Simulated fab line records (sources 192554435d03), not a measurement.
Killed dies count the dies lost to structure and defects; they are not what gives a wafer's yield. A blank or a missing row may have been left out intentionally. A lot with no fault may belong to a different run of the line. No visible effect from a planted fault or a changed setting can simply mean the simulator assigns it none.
fab line records    flow n5-finfet
record: lots: 7  wafers: 39
route steps=1938 shown HKMG_FIN@386 MOL_CONTACT_COAG@581
start-h: hours from the record's opening day to when the first of the lot's shown wafers began    wait-h: hours elapsed since this lot's preceding step    " as in the row above    L1.1+2: a row that stands for several wafers    - no value, or no start was given    * or withheld: withheld    < > ~ a bound
route shown NAME@n: a module of which the file shows steps, and the number in the route of the first    usual: average and standard deviation across the fault-free wafers    same: alike in all rows    chamber/n: place in a boat    sites: per-site readings    _std_site: the standard deviation of these    _edge_site: inner sites' mean taken away from outer sites' mean    radius-mm: how far each site lies from the wafer's centre    mask NAME#n: copy n    behind: the most recent tool/chamber to have shaped the wafer    hold: reason for holding the lot/hours on hold/outcome of the hold    device: the transistor (n, p or np) that didn't switch    end of line: tests run on the same wafers once the route is complete    for a step that has no rows: nothing shown but its recipe    killed: dies lost to structure and defects at the first sort, not the wafer's yield    map: shows each die of a wafer: x if killed, . if not, _ if none is there
set.NAME: the setting as run; set.NAME@STEP: as run at that earlier step    model.NAME: the simulator's own value behind a step, which no gauge read
lots with deliberately changed settings; one table per step, one row per wafer
== steps ==
step: N5_HKMG_FIN_HK_ALD_01
recipe: material: HfO2  target-thk-a: 16  temp-c: withheld  ald-precursor-family: HfCl4  ald-co-reactant: H2O  pulse-time-s: 3  purge-time-s: 3  co-reactant-purge-time-s: 2.5  co-reactant-pulse-time-s: 0.3  ald-cycles: 30
lot.wafer         tool       chamber      start-h  wait-h  set.ald-cycles
L074.1+3+5        ald-hk-01  0,2,1        71.20    0.0     30
L074.2+4+6        "          1,3,2        "        "       27
L078.1+2+3+4+5+6  ald-hk-01  2,0,1,3,1,0  96.64    0.1     30
L080.4+5+6        ald-hk-02  2,0,1        108.27   0.0     30
L083.1+4+6        ald-hk-03  3,0,2        125.73   0.0     30
L083.2+3+5        "          2,1,3        "        "       27
L086.1+2+6        ald-hk-03  3,1,0        142.36   0.0     31
L086.3+4+5        "          0,2,3        "        "       30
L088.1+4+6        ald-hk-03  2,0,3        160.02   0.0     35
L088.2+3+5        "          3,1,0        "        "       30
L092.1+4+6        ald-hk-02  2,1,3        178.31   0.0     33
L092.2+3+5        "          3,0,2        "        "       30
step: N5_HKMG_FIN_HK_ANNEAL_02
recipe: temp-c: 700  time-s: 30  ambient: N2  idle-temp-c: 600  ramp-up-c-per-s: 150  ramp-down-c-per-s: 60  cool-to-c: 600
step: N5_HKMG_FIN_ALD_74
recipe: material: La2O3  target-thk-a: 5  temp-c: 250  ald-precursor-family: La-Cp  ald-co-reactant: O3  pulse-time-s: 6  co-reactant-pulse-time-s: 1  purge-time-s: 3  co-reactant-purge-time-s: 3
step: N5_HKMG_FIN_WET_ETCH_82
recipe: chemistry: dHCl  mix: 1:10000  temp-c: 25  target: La2O3  stop-on: HfO2  target-depth-nm: 2  dry: ipa-marangoni  rinse-time-s: 30  rinse-temp-c: 23
step: N5_HKMG_FIN_ALD_36
recipe: material: TiN  target-thk-a: 10  temp-c: 400  ald-precursor-family: TiCl4  ald-co-reactant: NH3  pulse-time-s: 1  purge-time-s: 3  co-reactant-purge-time-s: 2  co-reactant-pulse-time-s: 2  ald-cycles: 47  pressure-torr: 3
step: N5_HKMG_FIN_THK_MEAS_70
recipe: thk-meas-gauge: xrf  reads: HfO2_of_HKMG_FIN_HK_ALD_01
usual: HK_THK: 1.612/0.019
lot.wafer  tool           chamber  start-h  wait-h  set.ald-cycles@HKMG_FIN_HK_ALD_01  HK_THK[nm]
L074.1     film-metro-01  -        74.73    0.2     30                                 1.596
L074.2     "              -        "        "       27                                 1.435
L074.3     "              -        "        "       30                                 1.590
L074.4     "              -        "        "       27                                 1.434
L074.5     "              -        "        "       30                                 1.599
L074.6     "              -        "        "       27                                 1.431
L078.1     film-metro-02  -        100.12   0.2     30                                 1.650
L078.2     "              -        "        "       30                                 1.634
L078.3     "              -        "        "       30                                 1.634
L078.4     "              -        "        "       30                                 1.597
L078.5     "              -        "        "       30                                 1.630
L078.6     "              -        "        "       30                                 1.628
L080.4     film-metro-01  -        111.59   0.2     30                                 1.612
L080.5     "              -        "        "       30                                 1.595
L080.6     "              -        "        "       30                                 1.617
L083.1     film-metro-02  -        129.20   0.2     30                                 1.588
L083.2     "              -        "        "       27                                 1.448
L083.3     "              -        "        "       27                                 1.469
L083.4     "              -        "        "       30                                 1.618
L083.5     "              -        "        "       27                                 1.433
L083.6     "              -        "        "       30                                 1.623
L086.1     film-metro-01  -        145.91   0.2     31                                 1.665
L086.2     "              -        "        "       31                                 1.663
L086.3     "              -        "        "       30                                 1.615
L086.4     "              -        "        "       30                                 1.608
L086.5     "              -        "        "       30                                 1.613
L086.6     "              -        "        "       31                                 1.654
L088.1     film-metro-01  -        163.73   0.2     35                                 1.870
L088.2     "              -        "        "       30                                 1.612
L088.3     "              -        "        "       30                                 1.607
L088.4     "              -        "        "       35                                 1.854
L088.5     "              -        "        "       30                                 1.610
L088.6     "              -        "        "       35                                 1.905
L092.1     film-metro-01  -        181.75   0.2     33                                 1.769
L092.2     "              -        "        "       30                                 1.610
L092.3     "              -        "        "       30                                 1.598
L092.4     "              -        "        "       33                                 1.770
L092.5     "              -        "        "       30                                 1.612
L092.6     "              -        "        "       33                                 1.771
step: N5_MOL_CONTACT_COAG_ETCH_91
recipe: chemistry: N2/H2  target: SOC  target-depth-a: 600  overetch-a: 210  mask-material: SiARC  temp-c: 40  time-s: 101.2  ion-energy-ev: 200  pressure-mtorr: 30  source-w: 840  bias-w: 150  n2-flow-sccm: 200  h2-flow-sccm: 200
lot.wafer       tool         chamber    start-h  wait-h  set.time-s  model.SiARC_of_MOL_CONTACT_COAG_COAT_76.thk-nm
L074.1          rie-diel-02  1          102.55   0.0     101.2       5.8
L074.2+5+6      "            2,1,2      "        "       123.7       5
L074.3+4        "            0,3        "        "       101.2       6
L078.1+2+3+5+6  rie-diel-02  1,3,0,3,1  126.10   0.0     101.2       5.8
L078.4          "            0          "        "       101.2       6
L080.4+5+6      rie-diel-03  2,0,1      137.16   0.0     101.2       5.8
L083.1+5+6      rie-diel-02  2,3,2      152.40   0.0     101.2       5.8
L083.2+3+4      "            1,3,1      "        "       78.1        6.8
L086.1+2+5      rie-diel-03  3,0,3      171.10   0.0     82.27       6.6
L086.3+4+6      "            1,1,0      "        "       101.2       5.8
L088.1+5+6      rie-diel-04  1,3,1      191.12   0.0     87.26       6.4
L088.2+3+4      "            0,3,0      "        "       101.2       5.8
L092.1+2+4      rie-diel-04  0,3,1      208.72   0.0     101.2       5.8
L092.3+5        "            2,0        "        "       90.76       6.2
L092.6          "            1          "        "       90.76       6.4
step: N5_MOL_CONTACT_COAG_ETCHBACK_136
recipe: chemistry: CHF3  target: SiO2  target-depth-a: 250  time-s: 16.7  ion-energy-ev: 200  pressure-mtorr: 30  source-w: 610  bias-w: 170  Ar_flow_sccm: 200  CHF3_flow_sccm: 50
lot.wafer         tool         chamber      start-h  wait-h  set.target-depth-a
L074.1+2+4        rie-diel-02  1,0,2        104.25   0.0     285.2
L074.3+5+6        "            3,1,0        "        "       250
L078.1+2+3+4+5+6  rie-diel-03  0,1,2,0,2,1  127.62   0.0     250
L080.4+5+6        rie-diel-03  0,2,3        138.65   0.0     250
L083.1+2+3+4+5+6  rie-diel-03  0,1,3,2,0,1  154.35   0.0     250
L086.1+3+6        rie-diel-03  0,3,1        174.04   0.0     250
L086.2+4+5        "            1,3,0        "        "       226
L088.1+3+4        rie-diel-02  0,2,1        192.59   0.0     250
L088.2+5+6        "            3,0,3        "        "       238.2
L092.1+2+3+4+5+6  rie-diel-03  2,1,0,2,0,1  210.46   0.0     250
step: N5_MOL_CONTACT_COAG_STRIP_120
recipe: chemistry: CHF3  resist: SiARC  rf-frequency-hz: 6e+07
step: N5_MOL_CONTACT_COAG_VIA_ETCH_117
recipe: chemistry: C4F6/O2  target-depth-a: 400  overetch-a: 80  mask-material: SOC  target: SiO2  bias-w: 455  pressure-mtorr: 10  time-s: 26  source-w: 325  Ar_flow_sccm: 300  C4F6_flow_sccm: 10  O2_flow_sccm: 10  ion-energy-ev: 575.3  ends: end-point
lot.wafer  tool         chamber  start-h  wait-h  set.target-depth-a@MOL_CONTACT_COAG_ETCHBACK_136  model.etch.depth-nm  model.MOL_CONTACT_COAG.feature-depth-nm
L074.1     rie-diel-02  1        104.28   0.0     285.2                                             36.22                36.2
L074.2     "            0        "        "       285.2                                             36.72                36.8
L074.3     "            3        "        "       250                                               40.21                40.2
L074.4     "            2        "        "       285.2                                             37.34                37.4
L074.5     "            1        "        "       250                                               40.05                40
L074.6     "            0        "        "       250                                               40.35                40.4
L078.1     rie-diel-03  0        127.65   0.0     250                                               39.89                39.8
L078.2     "            1        "        "       250                                               39.73                39.8
L078.3     "            2        "        "       250                                               40.3                 40.4
L078.4     "            0        "        "       250                                               39.84                39.8
L078.5     "            2        "        "       250                                               40.43                40.4
L078.6     "            1        "        "       250                                               39.72                39.8
L080.4     rie-diel-03  0        138.68   0.0     250                                               39.93                40
L080.5     "            2        "        "       250                                               40.4                 40.4
L080.6     "            3        "        "       250                                               39.56                39.6
L083.1     rie-diel-03  0        154.38   0.0     250                                               40.04                40
L083.2     "            1        "        "       250                                               39.77                39.8
L083.3+5   "            3,0      "        "       250                                               39.83                39.8
L083.4     "            2        "        "       250                                               40.3                 40.4
L083.6     "            1        "        "       250                                               39.72                39.8
L086.1     rie-diel-03  0        174.08   0.0     250                                               39.88                39.8
L086.2     "            1        "        "       226                                               42.17                42.2
L086.3     "            3        "        "       250                                               40.09                40
L086.4     "            3        "        "       226                                               42.43                42.4
L086.5     "            0        "        "       226                                               42.35                42.4
L086.6     "            1        "        "       250                                               39.91                40
L088.1     rie-diel-02  0        192.62   0.0     250                                               40.02                40
L088.2     "            3        "        "       238.2                                             41.48                41.4
L088.3     "            2        "        "       250                                               40.06                40
L088.4     "            1        "        "       250                                               40.1                 40.2
L088.5     "            0        "        "       238.2                                             41.17                41.2
L088.6     "            3        "        "       238.2                                             41.51                41.6
L092.1+5   rie-diel-03  2,0      210.49   0.0     250                                               40.09                40
L092.2     "            1        "        "       250                                               40.18                40.2
L092.3+6   "            0,1      "        "       250                                               40.25                40.2
L092.4     "            2        "        "       250                                               40.03                40
step: N5_MOL_CONTACT_COAG_ETCH_124
recipe: chemistry: CH3F/O2  target: SiNx  target-depth-a: 65  mask-material: SOC  stop-on: SiOC  over-etch-frac: 0.3  ion-energy-ev: 120  pressure-mtorr: 30  source-w: 395  bias-w: 73  Ar_flow_sccm: 150  CH3F_flow_sccm: 30  O2_flow_sccm: 20  ends: end-point
usual: rf-vpp-V: 296.6/2.4
lot.wafer  tool         chamber  start-h  wait-h  set.source-w  rf-vpp-V
L074.1     rie-diel-02  1        104.31   0.0     375.4         302.8
L074.2     "            0        "        "       375.4         297.7
L074.3     "            3        "        "       395           297.7
L074.4     "            2        "        "       395           295.6
L074.5     "            1        "        "       395           298.2
L074.6     "            0        "        "       375.4         296.9
L078.1     rie-diel-03  0        127.68   0.0     426.9         286.1
L078.2     "            1        "        "       395           294.5
L078.3     "            2        "        "       426.9         286.4
L078.4     "            0        "        "       426.9         287.0
L078.5     "            2        "        "       395           296.2
L078.6     "            1        "        "       395           295.2
L080.4     rie-diel-03  0        138.71   0.0     395           298.0
L080.5     "            2        "        "       395           296.5
L080.6     "            3        "        "       395           299.4
L083.1     rie-diel-03  0        154.41   0.0     342.6         315.7
L083.2     "            1        "        "       395           293.9
L083.3     "            3        "        "       395           299.1
L083.4     "            2        "        "       342.6         317.8
L083.5     "            0        "        "       342.6         316.9
L083.6     "            1        "        "       395           293.9
L086.1     rie-diel-03  0        174.11   0.0     337.3         320.6
L086.2     "            1        "        "       395           293.5
L086.3     "            3        "        "       395           297.8
L086.4     "            3        "        "       337.3         322.8
L086.5     "            0        "        "       337.3         318.5
L086.6     "            1        "        "       395           293.3
L088.1     rie-diel-02  0        192.65   0.0     395           295.0
L088.2     "            3        "        "       395           297.2
L088.3     "            2        "        "       395           297.1
L088.4     "            1        "        "       395           298.0
L088.5     "            0        "        "       395           296.1
L088.6     "            3        "        "       395           295.5
L092.1     rie-diel-03  2        210.52   0.0     362.6         307.6
L092.2     "            1        "        "       395           294.4
L092.3     "            0        "        "       395           298.1
L092.4     "            2        "        "       395           295.0
L092.5     "            0        "        "       362.6         310.4
L092.6     "            1        "        "       362.6         307.1
== key ==
split: step: N5_HKMG_FIN_HK_ALD_01  setting: ald-cycles  stated: 30  by: wafer
response: step: N5_HKMG_FIN_THK_MEAS_70  reading: HK_THK  change: +0.0161  per: 1%  r: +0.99
split: step: N5_MOL_CONTACT_COAG_ETCH_91  setting: time-s  stated: 101.2  by: wafer
response: step: N5_MOL_CONTACT_COAG_ETCH_91  reading: model.SiARC_of_MOL_CONTACT_COAG_COAT_76.thk-nm  change: -0.0431  per: 1%  r: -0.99
split: step: N5_MOL_CONTACT_COAG_ETCHBACK_136  setting: target-depth-a  stated: 250  by: wafer
response: step: N5_MOL_CONTACT_COAG_VIA_ETCH_117  reading: model.etch.depth-nm  change: -0.248  per: 1%  r: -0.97
response: step: N5_MOL_CONTACT_COAG_VIA_ETCH_117  reading: model.MOL_CONTACT_COAG.feature-depth-nm  change: -0.247  per: 1%  r: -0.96
split: step: N5_MOL_CONTACT_COAG_ETCH_124  setting: source-w  stated: 395  by: wafer
response: step: N5_MOL_CONTACT_COAG_ETCH_124  reading: rf-vpp-V  change: -1.54  per: 1%  r: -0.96
